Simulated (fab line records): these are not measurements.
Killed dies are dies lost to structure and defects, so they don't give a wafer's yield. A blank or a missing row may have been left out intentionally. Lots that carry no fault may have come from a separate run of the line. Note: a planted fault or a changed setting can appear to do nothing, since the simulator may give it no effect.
Commonality check across tools	flow nand_harc	3 lots, 9 wafers sampled

REASON IT WAS OPENED
On 3 of the 3 lots, a flag is raised at NHARC_END_SORT_01 on the reading killed_at_periphery. Wafers without a fault read 2.6, standard deviation 2.1.
Rule: flag the lot when none of its wafers has a number, or when each of its wafers that has one lies beyond 4 standard deviations from that mean. The rest of the lots are taken to be sound.

lot	measured	on	killed_at_periphery, wafer by wafer	flag
L236	day 25 23:12	prober-02	651 659 644	FLAGGED
L234	day 26 03:54	prober-01	639 649 652	FLAGGED
L237	day 26 09:20	prober-01	646 650 637	FLAGGED
On average the flagged lots read 647.4, which is +644.8 against the usual, or +99 or more standard deviations.

TOOL THAT RAN EACH LOT
Before the reading, the record contains 4 process steps out of a 1159-step route. Every cell lists first the tool, next ch and the chambers used by the sampled wafers, and last the start.
lot	flag	NHARC_P_GATE_STRIP_111	NHARC_P_GATE_STRIP_76	NHARC_P_CONTACT_DEP_30	NHARC_P_CONTACT_ETCH_35
L236	FLAGGED	plasma_asher-01 ch 1, day 9 03:57	plasma_asher-02 ch 0, day 9 05:59	pecvd-02 ch 0,2, day 9 10:20	rie_diel-08 ch 0,1, day 9 12:10
L234	FLAGGED	plasma_asher-01 ch 0,1, day 8 22:08	plasma_asher-01 ch 0,1, day 9 00:02	pecvd-02 ch 0,1,2, day 9 04:15	rie_diel-08 ch 1,2,3, day 9 05:52
L237	FLAGGED	plasma_asher-02 ch 0,1, day 9 02:58	plasma_asher-02 ch 0,1, day 9 04:59	pecvd-02 ch 0,1, day 9 09:12	rie_diel-08 ch 0,3, day 9 11:01
What is done by these steps:
- NHARC_P_GATE_STRIP_111: strips in N2/H2, time 250 s.
- NHARC_P_GATE_STRIP_76: strips in O2.
- NHARC_P_CONTACT_DEP_30: deposits SiNx, target thk 30 nm.
- NHARC_P_CONTACT_ETCH_35: etches the open film in CF4, target depth 39 nm, time 65 s.
- NHARC_END_SORT_01

FLAGGED AGAINST TOTAL, ONE TOOL AT A TIME (gauges that did the reading follow at the end)
step	tool	lots run	flagged	share of the flagged lots	sound lots run after its first flagged lot
NHARC_P_GATE_STRIP_111	plasma_asher-01	2	2	some	0
NHARC_P_GATE_STRIP_111	plasma_asher-02	1	1	some	0
NHARC_P_GATE_STRIP_76	plasma_asher-01	1	1	some	0
NHARC_P_GATE_STRIP_76	plasma_asher-02	2	2	some	0
NHARC_P_CONTACT_DEP_30	pecvd-02	3	3	all	0
NHARC_P_CONTACT_ETCH_35	rie_diel-08	3	3	all	0
NHARC_END_SORT_01	prober-01	2	2	some	0
NHARC_END_SORT_01	prober-02	1	1	some	0

WHAT THE TABLE PERMITS
In 2 table rows, all flagged lots were run: pecvd-02 (NHARC_P_CONTACT_DEP_30), rie_diel-08 (NHARC_P_CONTACT_ETCH_35).
- pecvd-02 at NHARC_P_CONTACT_DEP_30: 3 of its 3 lots flagged. With no sound lot run before its first flagged lot in this sample, there is nothing to narrow down the start.
- rie_diel-08 at NHARC_P_CONTACT_ETCH_35: 3 of its 3 lots flagged. With no sound lot run before its first flagged lot in this sample, there is nothing to narrow down the start.
A lot count leaves these 2 tools indistinguishable: every one of them fits a fault beginning at some hour. More lots, or a look at what each step does to the wafer, might.

WHAT WAS PUT IN BY THE SIMULATOR
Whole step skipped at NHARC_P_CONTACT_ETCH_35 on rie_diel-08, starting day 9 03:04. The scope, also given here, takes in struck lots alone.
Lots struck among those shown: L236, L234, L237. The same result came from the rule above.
